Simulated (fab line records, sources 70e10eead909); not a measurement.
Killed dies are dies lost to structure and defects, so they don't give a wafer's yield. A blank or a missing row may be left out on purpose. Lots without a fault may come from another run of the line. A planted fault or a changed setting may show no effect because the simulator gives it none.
Problem report in the 8D (eight disciplines) form, filled by code | flow nand_harc | the parts of the form that need people (team, actions taken, sign-off) are left out

1. THE PROBLEM
run_length_s at NHARC_A_CONTACT_ETCH_49 reads a mean of 402.7 s on 5 wafers of 3 lots; wafers without a fault read 496.7 s with a standard deviation of 0.36. That is -99 or more standard deviations from the usual mean.
The step: etches the open film in N2/H2, target depth 260 nm, time 475.3 s.
First seen on wafer L644.1, day 19 06:56, on rie_diel-08. The record holds 36 wafers of 12 lots with a number at this step. Rule for "out", or "out of limits": more than 4 standard deviations from the usual mean. The other wafers with a number count as sound.

2. WHAT IT IS AND WHAT IT IS NOT
question                    | is                                     | is not
which readings at this step | run_length_s                           | drypump_motor_current_A, oes_product_au, rf_vpp_V, showerhead_plenum_p_Torr
which lots                  | L641, L643, L644                       | L632, L634, L635, L637, L639, L640, L649, L651, L652
which wafers of those lots  | L641.1, L643.1, L643.5, L644.1, L644.5 | L641.4, L641.6, L643.3, L644.4
read on which tools         | rie_diel-08                            | rie_diel-02, rie_diel-05
when                        | from day 19 06:56                      | up to then (19 sound wafers); but 12 sound wafers of L641, L643, L649, L651, L652 came after

3. SUSPECTS, AND WHAT RULES EACH OUT
Counting: a tool at a process step up to the reading stays a suspect if it ran every lot that is out. Sound lots after the first of them don't rule it out here, since some wafers of a struck lot are sound.
- rie_diel-08 at NHARC_A_CONTACT_ETCH_48 (etches the open film in CF4, target depth 39 nm, time 65 s): kept. It ran every lot that is out, first L644 (day 19 06:47); its last sound lot up to then is L635 (day 17 14:36).
- rie_diel-08 at NHARC_A_CONTACT_ETCH_49 (etches the open film in N2/H2, target depth 260 nm, time 475.3 s): kept. It ran every lot that is out, first L644 (day 19 06:56); its last sound lot up to then is L635 (day 17 14:41). Its own readings are out on those wafers: run_length_s.
Left after counting: rie_diel-08 at NHARC_A_CONTACT_ETCH_48, rie_diel-08 at NHARC_A_CONTACT_ETCH_49.

4. THE CAUSE (what the simulator had put in)
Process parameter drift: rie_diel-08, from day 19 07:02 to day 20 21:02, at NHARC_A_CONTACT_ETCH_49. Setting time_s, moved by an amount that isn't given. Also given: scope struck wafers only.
Counting left 2 suspects, and this tool is among them.

5. THE CHAIN OF EFFECTS, in route order
Each row: a reading whose mean over the struck wafers that have a number lies more than 3 standard deviations from the usual. Only readings for which the record gives a usual standard deviation are gone through. hours: the time from each lot's start at the first step in this table that gives one to its start at this step, as a median over the lots. sigmas: the change in usual standard deviations.
hours | step                    | reading      | usual   | on struck wafers | change | sigmas
0     | NHARC_A_CONTACT_ETCH_49 | run_length_s | 496.7 s | 402.7            | -94.0  | -99 or more
The process steps in it:
- NHARC_A_CONTACT_ETCH_49: etches the open film in N2/H2, target depth 260 nm, time 475.3 s.
Later measuring or inspecting steps at which every struck wafer that the step has a row for has a number for every such reading, and none has moved that far: NHARC_END_SORT_01.

6. WHAT WOULD HAVE CAUGHT IT SOONER
In this record the first reading out of limits was taken at day 19 06:56.
